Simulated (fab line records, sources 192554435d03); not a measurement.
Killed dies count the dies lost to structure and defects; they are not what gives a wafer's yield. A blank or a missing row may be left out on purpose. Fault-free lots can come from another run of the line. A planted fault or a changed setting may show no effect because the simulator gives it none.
fab line records    flow n5Finfet
record lots=4  wafers=12  lastDay=16
route steps=1938 shown BEOL_M4@1099 BEOL_M5@1112 PASSIVATION@1910
lots untouched by any fault: they come from a run of this same line in which no faults occurred
startH: hours from the record's opening day to when the first of the lot's shown wafers began    waitH: time in hours since the lot's previous step    " as in the row above    L1.1+2: one row covering several wafers at once    - no value, or no start given    * or withheld: withheld    < > ~ a bound
route shown NAME@n: a module of which the file shows steps, and the number in the route of the first    usual: mean/standard deviation taken from wafers without a fault    same: alike in all rows    chamber/n: place in a boat    sites: the reading at each site    _std_site: standard deviation across them    _edge_site: inner sites' mean taken away from outer sites' mean    radiusMm: for every site, how far away it sits from the centre of the wafer    mask NAME#n: copy n    behind: tool/chamber where the wafer was last shaped    hold: what put the lot on hold/how long, in hours/how the hold closed    device: transistor that didn't switch, given as n, p or np    end of line: tests run on the same wafers once the route is complete    a step without rows: its recipe alone    killed: dies lost to structure and defects at the first sort, not the wafer's yield    map: a wafer's dies, marking killed ones x, the rest . and places with no die _
set.NAME: the run value of the setting; set.NAME@STEP: its run value at that earlier step    model.NAME: the simulator's own value behind a step, which no gauge read
lots seen at some steps along the route; tables by step, rows by wafer
services: when a tool's chamber went out of use (startH, in hours from the record's first day, below 0 if earlier), for how many hours, and the reason
## steps
# step N5_BEOL_M4_ANNEAL_95
# recipe tempC=400  timeS=240  ambient=vacuum
# step N5_BEOL_M4_SPUTTER_96
# recipe material=Cu  targetThkA=45  tempC=-20  chamberPressurePa=0.07  powerW=withheld  timeS=8.29
# step N5_BEOL_M4_ECD_50
# recipe material=Cu  targetThkA=3000
# step N5_BEOL_M4_ANNEAL_51
# recipe tempC=225  timeS=90  ambient=N2
# step N5_BEOL_M4_CMP_52
# recipe stopOn=SiOC  tOverpolishS=6.8  downForcePsi=1  platenRpm=50  clearingPlatenDownForcePsi=1.5  clearingPlatenRpm=50  postCmpClean=cuAlkaline  targetThkNm=40  clearingPlatenPadVelocityMS=0.99484  padVelocityMS=0.99484
# step N5_BEOL_M4_PRE_CLEAN_60
# recipe gas=NH3/H2  timeS=15  tempC=*  rfPowerW=300
# step N5_BEOL_M4_CO_CAP_55
# recipe material=Co  targetThkA=20  tempC=200  precursor=CCTBA/H2  pressureTorr=30  timeS=102.1
# step N5_BEOL_M4_PRE_CLEAN_56
# recipe gas=NH3  timeS=15  tempC=withheld  rfPowerW=300
# step N5_BEOL_M4_DEP_57
# recipe material=SiCN  targetThkA=80  tempC=withheld  precursor=3MS/NH3  pressureTorr=3  rfW=202  timeS=14
# step N5_BEOL_M4_RC_MEAS_101
# usual DIBL_N=36.3/1.6  DIBL_P=36.2/2.1  IOFF_N=0.16/0.031  IOFF_P=0.21/0.034  ION_N=673/11  ION_P=461/7.4  SS_N=71.6/0.55  SS_P=73.3/0.66  VT_N=251/3.2  VT_P=-251/3.5
lot.wafer  tool       chamber  startH  waitH  DIBL_N[mV/V]  DIBL_P[mV/V]  IOFF_N[nA/um]  IOFF_P[nA/um]  ION_N[uA/um]  ION_P[uA/um]  SS_N[mV/dec]  SS_P[mV/dec]  VT_N[mV]  VT_P[mV]
L504.2     prober-01  0        204.88  0.2    35.2          34.9          0.13           0.17           663           448           71.0          72.3          254       -255
L504.3     "          0        "       "      34.4          33.3          0.12           0.16           669           458           71.0          72.1          255       -258
L504.5     "          0        "       "      36.8          36.8          0.16           0.21           687           463           70.9          73.3          248       -252
L512.2     prober-02  0        256.81  0.2    38.6          38.5          0.20           0.26           680           465           71.7          73.7          249       -247
L512.3     "          0        "       "      35.4          35.7          0.14           0.21           662           463           71.0          73.4          252       -246
L512.5     "          0        "       "      36.4          35.7          0.15           0.20           660           453           71.6          72.9          249       -250
L517.1     prober-01  0        273.34  0.0    34.2          33.8          0.11           0.13           659           445           72.0          72.5          257       -261
L517.4     "          0        "       "      35.8          36.2          0.14           0.16           682           460           71.4          73.6          254       -259
L517.6     "          0        "       "      33.2          32.8          0.10           0.13           645           445           71.3          72.1          255       -258
L519.1     prober-01  0        295.50  0.0    34.2          32.4          0.10           0.14           655           453           71.4          71.8          259       -256
L519.5     "          0        "       "      38.0          36.4          0.15           0.20           663           455           72.2          73.5          251       -252
L519.6     "          0        "       "      34.3          32.8          0.11           0.14           668           458           71.3          72.1          257       -257
# step N5_BEOL_M5_ILD_DEP_00
# recipe material=SiCOH_lowk  targetThkA=1406.4  tempC=300  precursor=DEMS/porogen  pressureTorr=5  rfW=500  timeS=25.9
# step N5_BEOL_M5_CURE_79
# recipe tempC=385  timeS=240  ambient=He/Ar  material=SiCOH_lowk
# step N5_BEOL_M5_PECVD_70
# recipe material=SiO2  targetThkA=160  tempC=400  precursor=TEOS/O2  pressureTorr=5.5  rfW=450  teosFlowSccm=53.8  gas=O2  flowSccm=3000  timeS=18
# step N5_BEOL_M5_HM_DEP_02
# recipe material=TiN  targetThkA=200  tempC=25  chamberPressurePa=0.49996
# step N5_BEOL_M5_COAT_59
# recipe resist=SOC  tempC=250  timeS=60  spinRpm=1500  resistThkNm=60
# step N5_BEOL_M5_COAT_60
# recipe resist=SiARC  tempC=220  timeS=60  spinRpm=1500  resistThkNm=12
# step N5_BEOL_M5_COAT_71
# recipe resist=underlayer  tempC=205  timeS=60  spinRpm=1500  resistThkNm=5
# step N5_BEOL_M5_COAT_05
# recipe resist=CAR-EUV  spinRpm=1500  resistThkNm=30
# step N5_BEOL_M5_EBR_07
# recipe solvent=PGMEA  ebrWidthMm=1.5
# step N5_BEOL_M5_SOFTBAKE_06
# recipe tempC=110  timeS=60  resist=CAR-EUV
# step N5_BEOL_M5_EXPOSE_08
# recipe maskId=M5  na=0.33  sourceShape=annular  sigmaInner=0.4  sigmaOuter=0.8  polarization=unpolarized  targetCdNm=28  doseMj=35.75
# step N5_BEOL_M5_PEB_09
# recipe pebTempC=100  pebTimeS=60  resist=CAR-EUV
# step N5_BEOL_M5_DEVELOP_10
# recipe developTimeS=30  developer=TMAH  resist=CAR-EUV  rinseLiquid=surfactantRinse  dry=airSpin  devTempC=23
# step N5_BEOL_M5_DESCUM_16
# recipe chemistry=O2  timeS=7  sourcePowerW=50  biasPowerW=20  pressureMtorr=20  rfFrequencyHz=2.712e+07  tempC=40  resist=CAR-EUV  o2FlowSccm=225
# step N5_BEOL_M5_ETCH_72
# recipe chemistry=N2/H2  target=underlayer  targetDepthA=65  maskMaterial=CAR-EUV  timeS=5.2  ionEnergyEv=200  pressureMtorr=30  sourceW=840  biasW=150  n2FlowSccm=200  h2FlowSccm=200  ends=cleared
# step N5_BEOL_M5_ETCH_61
# recipe chemistry=CF4  target=SiARC  targetDepthA=156  maskMaterial=CAR-EUV  timeS=26  ionEnergyEv=80  pressureMtorr=40  sourceW=545  biasW=36  Ar_flow_sccm=100  cf4FlowSccm=100  ends=cleared
# step N5_BEOL_M5_ETCH_62
# recipe chemistry=N2/H2  target=SOC  targetDepthA=750  overetchA=150  maskMaterial=SiARC  tempC=40  timeS=112.5  ionEnergyEv=200  pressureMtorr=30  sourceW=840  biasW=150  n2FlowSccm=200  h2FlowSccm=200
# step N5_BEOL_M5_STRIP_63
# recipe chemistry=N2/H2  tempC=40  n2FlowSccm=200  h2FlowSccm=200  rfFrequencyHz=6e+07
# step N5_BEOL_M5_STRIP_73
# recipe chemistry=N2/H2  tempC=40  n2FlowSccm=200  h2FlowSccm=200  rfFrequencyHz=6e+07
# step N5_BEOL_M5_STRIP_64
# recipe chemistry=CF4  resist=SiARC  powerW=300  biasPowerW=75  pressureMtorr=50  cf4FlowSccm=150  rfFrequencyHz=6e+07
# step N5_BEOL_M5_HM_OPEN_17
# recipe chemistry=Cl2/BCl3  targetDepthA=200  overetchA=60  target=TiN  maskMaterial=SOC  ionEnergyEv=150  pressureMtorr=10  icpW=1000  biasW=126  Cl2_flow_sccm=53.25  bcl3FlowSccm=21.75  Ar_flow_sccm=25
# step N5_BEOL_M5_STRIP_19
# recipe chemistry=O2  powerW=400  tempC=40  pressureMtorr=30  rfFrequencyHz=6e+07  biasPowerW=0  overashFraction=0.2  o2FlowSccm=225
# step N5_BEOL_M5_COAT_65
# recipe resist=SOC  tempC=250  timeS=60  spinRpm=1500  resistThkNm=60
# step N5_BEOL_M5_COAT_66
# recipe resist=SiARC  tempC=220  timeS=60  spinRpm=1500  resistThkNm=12
# step N5_PASSIVATION_ETCH_59
# recipe chemistry=Cl2/BCl3  target=TaN  targetDepthA=650  timeS=34.9  ionEnergyEv=100  pressureMtorr=10  icpW=900  biasW=100  Cl2_flow_sccm=60  bcl3FlowSccm=30
# usual drypumpMotorCurrentA=5.8/0.4  oesProductAu=0.77/0.094  throttleValvePct=21.20/0.28
# same timeS=34.9
lot.wafer  tool         chamber  startH  waitH  drypumpMotorCurrentA  oesProductAu  rfHoursCounterH  throttleValvePct  model.etch.depthNm
L504.2     rieMetal-01  0        292.68  0.3    5.3                   0.84          19               21.03             65.35
L504.3     "            0        "       "      5.4                   0.84          -                21.04             64.91
L504.5     "            1        "       "      6.4                   0.67          -                21.33             64.57
L512.2     rieMetal-01  0        345.51  0.3    5.4                   0.58          24               21.57             38.07
L512.3     "            1        "       "      6.5                   0.66          -                21.36             64.94
L512.5     "            1        "       "      6.4                   0.66          -                21.33             64.51
L517.1     rieMetal-01  0        355.05  0.3    5.4                   0.57          26               21.59             37.98
L517.4     "            0        "       "      5.4                   0.80          -                21.07             64.03
L517.6     "            0        "       "      5.4                   0.56          -                21.60             37.98
L519.1     rieMetal-02  0        384.06  0.3    5.9                   0.93          4                21.32             65.15
L519.5     "            1        "       "      5.3                   0.72          -                21.48             64.9
L519.6     "            0        "       "      5.9                   0.92          -                21.33             64.62
# step N5_PASSIVATION_PROBE_49
# usual defectLimitedYield=91.5/1.5  killed_at_M0_to_M3=32/9.4  killed_at_M4_up=12/5.1  killedAtContacts=11/7.4  killedAtFrontEnd=41/11  killedAtOther=3.4/2.5  killedDies=100/17  killedOnRim=13/4.4  killedOpen=65/14  killedShort=33/7  sort_bin_5_function=4.9/0.96  sort_bin_6_memory=3.1/0.7  sortNPass=1080/17  sortYieldPct=91.5/1.5
# same grossDies=1180  killedAtBackSide=0  sort_bin_4_leakage[%]=0  sort_bin_8_speed[%]=0
lot.wafer  tool       chamber  startH  waitH  defectLimitedYield[%]  killed_at_M0_to_M3  killed_at_M4_up  killedAtContacts  killedAtFrontEnd  killedAtOther  killedDies  killedOnRim  killedOpen  killedShort  sort_bin_5_function[%]  sort_bin_6_memory[%]  sortNPass  sortYieldPct[%]
L512.2     prober-02  -        349.87  0.1    0                      28                  3                11                47                1091           1180        152          53          39           97.5                    2.5                   0          0
L512.3     prober-02  -        349.92  0.1    91.4                   43                  7                8                 43                1              102         11           58          43           5.0                     3.5                   1078       91.4
L512.5     prober-02  -        350.02  0.2    91.9                   36                  9                19                30                2              96          14           67          28           5.0                     3.1                   1084       91.9
L517.1     prober-01  -        359.79  0.0    0                      34                  5                11                25                1105           1180        152          59          20           98.5                    1.3                   0          0
L517.4     prober-01  -        359.94  0.2    93.2                   38                  4                9                 21                8              80          10           56          24           4.2                     2.1                   1100       93.2
L517.6     prober-01  -        360.04  0.3    0                      21                  10               5                 32                1112           1180        152          44          25           97.8                    2.1                   0          0
L519.1     prober-02  -        388.73  0.0    91.4                   38                  14               5                 39                5              101         16           64          27           5.2                     2.3                   1079       91.4
L519.5     prober-02  -        388.93  0.2    93.1                   25                  14               5                 37                1              82          7            50          30           3.6                     3.2                   1098       93.1
L519.6     prober-02  -        388.98  0.3    93.2                   31                  7                9                 27                6              80          11           51          29           4.3                     2.5                   1100       93.2
# killed by level:class
L512.2 PASSIVATION:areaEtch=1087 FIN_SAQP:geometricParticle:open=10 FIN_SAQP:geometricParticle:short=9 MOL_CONTACT_COAG:geometricParticle:open=9 DUMMY_GATE:geometricParticle:open=7 BEOL_M2:geometricParticle:open=5 BEOL_M2:geometricParticle:short=5 BEOL_M0_SAQP:geometricParticle:short=4
L512.3 FIN_SAQP:geometricParticle:short=11 DUMMY_GATE:geometricParticle:open=10 FIN_SAQP:geometricParticle:open=9 BEOL_M1:geometricParticle:open=8 MOL_CONTACT_COAG:geometricParticle:open=6 BEOL_M2:geometricParticle:open=6 STARTING-WAFER:geometricParticle:short=6 BEOL_M1:geometricParticle:short=5
L512.5 MOL_CONTACT_COAG:geometricParticle:open=18 BEOL_M1:geometricParticle:open=13 DUMMY_GATE:geometricParticle:open=8 FIN_SAQP:geometricParticle:open=6 BEOL_M1:geometricParticle:short=6 BEOL_M2:geometricParticle:open=4 BEOL_M3:geometricParticle:open=4 FIN_SAQP:geometricParticle:short=3
L517.1 PASSIVATION:areaEtch=1101 MOL_CONTACT_COAG:geometricParticle:open=10 BEOL_M2:geometricParticle:open=9 BEOL_M0_SAQP:geometricParticle:open=8 BEOL_M0_SAQP:geometricParticle:short=6 BEOL_M3:geometricParticle:open=5 STI_FIN_REVEAL:geometricParticle:open=4 STARTING-WAFER:geometricParticle:open=4
L517.4 BEOL_M0_SAQP:geometricParticle:open=15 MOL_CONTACT_COAG:geometricParticle:open=8 BEOL_M0_SAQP:geometricParticle:short=8 BEOL_M2:geometricParticle:open=6 GATE_CUT:geometricParticle:short=4 MIM_TOP_ETCH:geometricParticle:open=4 FIN_SAQP:geometricParticle:open=3 STI_FIN_REVEAL:geometricParticle:open=3
L517.6 PASSIVATION:areaEtch=1110 GATE_CUT:geometricParticle:short=8 BEOL_M0_SAQP:geometricParticle:short=6 BEOL_M1:geometricParticle:open=6 MOL_CONTACT_COAG:geometricParticle:open=5 DUMMY_GATE:geometricParticle:open=4 BEOL_M0_SAQP:geometricParticle:open=4 SPACER0:geometricParticle:short=3
L519.1 BEOL_M0_SAQP:geometricParticle:open=18 STI_FIN_REVEAL:geometricParticle:open=7 BEOL_M0_SAQP:geometricParticle:short=7 HKMG_FIN:areaEtch=7 FIN_SAQP:geometricParticle:short=5 BEOL_M4:geometricParticle:open=5 MOL_CONTACT_COAG:geometricParticle:open=4 STARTING-WAFER:geometricParticle:short=4
L519.5 FIN_SAQP:geometricParticle:short=8 STI_FIN_REVEAL:geometricParticle:open=7 GATE_CUT:geometricParticle:short=7 BEOL_M0_SAQP:geometricParticle:open=7 BEOL_M4:geometricParticle:open=6 MOL_CONTACT_COAG:geometricParticle:open=4 BEOL_M0:geometricParticle:open=4 BEOL_M1:geometricParticle:short=4
L519.6 BEOL_M0_SAQP:geometricParticle:open=9 BEOL_M0_SAQP:geometricParticle:short=8 BEOL_M2:geometricParticle:open=8 MOL_CONTACT_COAG:geometricParticle:open=6 FIN_SAQP:geometricParticle:short=5 GATE_CUT:geometricParticle:short=4 BEOL_M4:geometricParticle:open=4 BEOL_M1:geometricParticle:open=4
# map L512.2 (x killed, . not)
_________________xxxxxxxxxxxx________________
______________xxxxxxxxxxxxxxxxxx_____________
___________xxxxxxxxxxxxxxxxxxxxxxxx__________
__________xxxxxxxxxxxxxxxxxxxxxxxxxx_________
________xxxxxxxxxxxxxxxxxxxxxxxxxxxxxx_______
_______xxxxxxxxxxxxxxxxxxxxxxxxxxxxxxxx______
______xxxxxxxxxxxxxxxxxxxxxxxxxxxxxxxxxx_____
_____xxxxxxxxxxxxxxxxxxxxxxxxxxxxxxxxxxxx____
____xxxxxxxxxxxxxxxxxxxxxxxxxxxxxxxxxxxxxx___
___xxxxxxxxxxxxxxxxxxxxxxxxxxxxxxxxxxxxxxxx__
___xxxxxxxxxxxxxxxxxxxxxxxxxxxxxxxxxxxxxxxx__
__xxxxxxxxxxxxxxxxxxxxxxxxxxxxxxxxxxxxxxxxxx_
__xxxxxxxxxxxxxxxxxxxxxxxxxxxxxxxxxxxxxxxxxx_
_xxxxxxxxxxxxxxxxxxxxxxxxxxxxxxxxxxxxxxxxxxxx
_xxxxxxxxxxxxxxxxxxxxxxxxxxxxxxxxxxxxxxxxxxxx
_xxxxxxxxxxxxxxxxxxxxxxxxxxxxxxxxxxxxxxxxxxxx
_xxxxxxxxxxxxxxxxxxxxxxxxxxxxxxxxxxxxxxxxxxxx
_xxxxxxxxxxxxxxxxxxxxxxxxxxxxxxxxxxxxxxxxxxxx
_xxxxxxxxxxxxxxxxxxxxxxxxxxxxxxxxxxxxxxxxxxxx
_xxxxxxxxxxxxxxxxxxxxxxxxxxxxxxxxxxxxxxxxxxxx
_xxxxxxxxxxxxxxxxxxxxxxxxxxxxxxxxxxxxxxxxxxxx
__xxxxxxxxxxxxxxxxxxxxxxxxxxxxxxxxxxxxxxxxxx_
__xxxxxxxxxxxxxxxxxxxxxxxxxxxxxxxxxxxxxxxxxx_
___xxxxxxxxxxxxxxxxxxxxxxxxxxxxxxxxxxxxxxxx__
___xxxxxxxxxxxxxxxxxxxxxxxxxxxxxxxxxxxxxxxx__
____xxxxxxxxxxxxxxxxxxxxxxxxxxxxxxxxxxxxxx___
_____xxxxxxxxxxxxxxxxxxxxxxxxxxxxxxxxxxxx____
______xxxxxxxxxxxxxxxxxxxxxxxxxxxxxxxxxx_____
_______xxxxxxxxxxxxxxxxxxxxxxxxxxxxxxxx______
________xxxxxxxxxxxxxxxxxxxxxxxxxxxxxx_______
__________xxxxxxxxxxxxxxxxxxxxxxxxxx_________
___________xxxxxxxxxxxxxxxxxxxxxxxx__________
______________xxxxxxxxxxxxxxxxxx_____________
_________________xxxxxxxxxxxx________________
# map L517.1 (x killed, . not)
_________________xxxxxxxxxxxx________________
______________xxxxxxxxxxxxxxxxxx_____________
___________xxxxxxxxxxxxxxxxxxxxxxxx__________
__________xxxxxxxxxxxxxxxxxxxxxxxxxx_________
________xxxxxxxxxxxxxxxxxxxxxxxxxxxxxx_______
_______xxxxxxxxxxxxxxxxxxxxxxxxxxxxxxxx______
______xxxxxxxxxxxxxxxxxxxxxxxxxxxxxxxxxx_____
_____xxxxxxxxxxxxxxxxxxxxxxxxxxxxxxxxxxxx____
____xxxxxxxxxxxxxxxxxxxxxxxxxxxxxxxxxxxxxx___
___xxxxxxxxxxxxxxxxxxxxxxxxxxxxxxxxxxxxxxxx__
___xxxxxxxxxxxxxxxxxxxxxxxxxxxxxxxxxxxxxxxx__
__xxxxxxxxxxxxxxxxxxxxxxxxxxxxxxxxxxxxxxxxxx_
__xxxxxxxxxxxxxxxxxxxxxxxxxxxxxxxxxxxxxxxxxx_
_xxxxxxxxxxxxxxxxxxxxxxxxxxxxxxxxxxxxxxxxxxxx
_xxxxxxxxxxxxxxxxxxxxxxxxxxxxxxxxxxxxxxxxxxxx
_xxxxxxxxxxxxxxxxxxxxxxxxxxxxxxxxxxxxxxxxxxxx
_xxxxxxxxxxxxxxxxxxxxxxxxxxxxxxxxxxxxxxxxxxxx
_xxxxxxxxxxxxxxxxxxxxxxxxxxxxxxxxxxxxxxxxxxxx
_xxxxxxxxxxxxxxxxxxxxxxxxxxxxxxxxxxxxxxxxxxxx
_xxxxxxxxxxxxxxxxxxxxxxxxxxxxxxxxxxxxxxxxxxxx
_xxxxxxxxxxxxxxxxxxxxxxxxxxxxxxxxxxxxxxxxxxxx
__xxxxxxxxxxxxxxxxxxxxxxxxxxxxxxxxxxxxxxxxxx_
__xxxxxxxxxxxxxxxxxxxxxxxxxxxxxxxxxxxxxxxxxx_
___xxxxxxxxxxxxxxxxxxxxxxxxxxxxxxxxxxxxxxxx__
___xxxxxxxxxxxxxxxxxxxxxxxxxxxxxxxxxxxxxxxx__
____xxxxxxxxxxxxxxxxxxxxxxxxxxxxxxxxxxxxxx___
_____xxxxxxxxxxxxxxxxxxxxxxxxxxxxxxxxxxxx____
______xxxxxxxxxxxxxxxxxxxxxxxxxxxxxxxxxx_____
_______xxxxxxxxxxxxxxxxxxxxxxxxxxxxxxxx______
________xxxxxxxxxxxxxxxxxxxxxxxxxxxxxx_______
__________xxxxxxxxxxxxxxxxxxxxxxxxxx_________
___________xxxxxxxxxxxxxxxxxxxxxxxx__________
______________xxxxxxxxxxxxxxxxxx_____________
_________________xxxxxxxxxxxx________________
## services
tool         chamber  startH  hours  kind
rieMetal-02  0        273.31  12.5   repair
rieMetal-02  0        328.19  -      clean
rieMetal-02  0        328.19  13.7   scheduledDown
rieMetal-02  0        328.19  13.7   ventCycle
## key
firstSign step=N5_PASSIVATION_ETCH_59  reading=oesProductAu  direction=down  sigmas=2.1  usual=0.77  struck=0.57
effect step=N5_PASSIVATION_PROBE_49  reading=killedAtOther  direction=up  sigmas=99+  usual=3.4  struck=1102.7
modelEffect step=N5_PASSIVATION_ETCH_59  value=etch.depthNm  without=64.06  struck=38.01
moreKillsBornAt N5_PASSIVATION_ETCH_59@rieMetal-01=3298
metAt N5_PASSIVATION_ETCH_59
struckWafers L512.2,L517.1,L517.6
laterRowsLeftOut L512.2,L517.1,L517.6
onsetBetween 292.68 345.51
fault kind=processParameterDrift  tool=rieMetal-01  chamber=-  onsetH=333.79  steps=N5_PASSIVATION_ETCH_59  channel=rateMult  offset=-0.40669  shape=step  endH=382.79  scope=struckWafersOnly
# laterRowsLeftOut: the simulator's readings of these wafers behind a module that went badly wrong aren't trusted and aren't shown, but for the sort
